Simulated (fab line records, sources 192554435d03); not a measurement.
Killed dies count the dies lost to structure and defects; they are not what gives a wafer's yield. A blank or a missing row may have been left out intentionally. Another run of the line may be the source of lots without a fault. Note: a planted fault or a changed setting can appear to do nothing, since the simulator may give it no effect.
Split-lot experiment    flow n5Finfet    route with 1938 steps; 7 lots, 21 wafers read

## ON THE SPLIT
At N5_BEOL_M8_HM_DEP_02 (deposits TiN, target thk 20 nm), the setting targetThkA was moved away from the recipe's 200 angstrom on 7 of the 21 wafers read, by -9.5% to +10.2%. The other wafers ran this setting at the recipe's value.

The reading is taken at the split's own step.

## THE READING
TiN_of_BEOL_M8_HM_DEP_02.thkNm (the simulator's own value, which no gauge read), in nm, at N5_BEOL_M8_HM_DEP_02 (deposits TiN, target thk 20 nm). There is no usual value for it anywhere in the file. Average 20.1 nm, standard deviation 0.18 nm, over the 14 wafers here run with the recipe.

wafer   tool, chamber at the split  targetThkA as run, angstrom  against the recipe  TiN_of_BEOL_M8_HM_DEP_02.thkNm, nm  against lot-mates on the recipe
L074.3  pvdSputter-03, -            220.3                        +10.2%              22.2                                +1.8
L074.4  pvdSputter-03, -            220.3                        +10.2%              22.4                                +2.0
L074.6  pvdSputter-03, -            200                          recipe              20.4                                -
L076.4  pvdSputter-02, -            200                          recipe              20                                  -
L076.5  pvdSputter-02, -            200                          recipe              19.8                                -
L076.6  pvdSputter-02, -            200                          recipe              20.2                                -
L079.3  pvdSputter-01, -            200                          recipe              20                                  -
L079.5  pvdSputter-01, -            200                          recipe              20.2                                -
L079.6  pvdSputter-01, -            200                          recipe              20.4                                -
L085.1  pvdSputter-03, -            200                          recipe              20                                  -
L085.6  pvdSputter-03, -            200                          recipe              20                                  -
L085.2  pvdSputter-03, -            211.3                        +5.6%               21.2                                +1.2
L093.4  pvdSputter-02, -            200                          recipe              20                                  -
L093.6  pvdSputter-02, -            200                          recipe              20                                  -
L093.5  pvdSputter-02, -            200                          recipe              19.8                                -
L095.1  pvdSputter-03, -            200                          recipe              20                                  -
L095.2  pvdSputter-03, -            181.1                        -9.5%               18                                  -2.0
L095.3  pvdSputter-03, -            181.1                        -9.5%               18                                  -2.0
L096.4  pvdSputter-03, -            184.9                        -7.6%               18.6                                -1.4
L096.6  pvdSputter-03, -            184.9                        -7.6%               18.6                                -1.4
L096.5  pvdSputter-03, -            200                          recipe              20                                  -

FIT RESULTS
A straight line over all 21 wafers: TiN_of_BEOL_M8_HM_DEP_02.thkNm changes by +0.213 nm for each +1% of targetThkA; r = +0.99; the points scatter about the line by 0.16 nm.
The same after taking each lot's own level away (the mean of its wafers on the recipe; 21 wafers): +0.196 nm for each +1%; r = +0.99; scatter 0.12 nm.
The reading moves by 2 nm for the largest change in targetThkA, on that fit.
From 19.93 to 20.40 nm: that is the span of the lots' own levels, equal to 2.6 times the standard deviation above.
Consequently the slope shifts little with the lot-to-lot level, the two slopes agreeing.
Check: +2.05 nm against its lot-mates is what the line predicts for one of the wafers moved furthest among these (+10.2%) when that wafer is left out of the fit. It came out at +1.8 nm against them.

## ADDITIONAL SPLITS CARRIED BY THESE WAFERS
Note: prior to the reading, these wafers also went through further splits. Each is held against what the fit with the lots' levels taken away leaves over:
other split on the same wafers   wafers away from the commonest value  r with TiN_of_BEOL_M8_HM_DEP_02.thkNm (lot level and that fit taken away)
N5_BEOL_M3_HM_DEP_02 targetThkA  6                                     -0.11
N5_BEOL_M5_COAT_05 spinRpm       6                                     -0.02
N5_BEOL_M5_ETCH_72 biasW         5                                     +0.19
N5_BEOL_M7_HM_DEP_02 targetThkA  3                                     -0.40
N5_BEOL_M7_COAT_05 spinRpm       9                                     -0.10

## FILE'S OWN FIT
TiN_of_BEOL_M8_HM_DEP_02.thkNm changes by +0.197 nm for each +1% of targetThkA, r = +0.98.
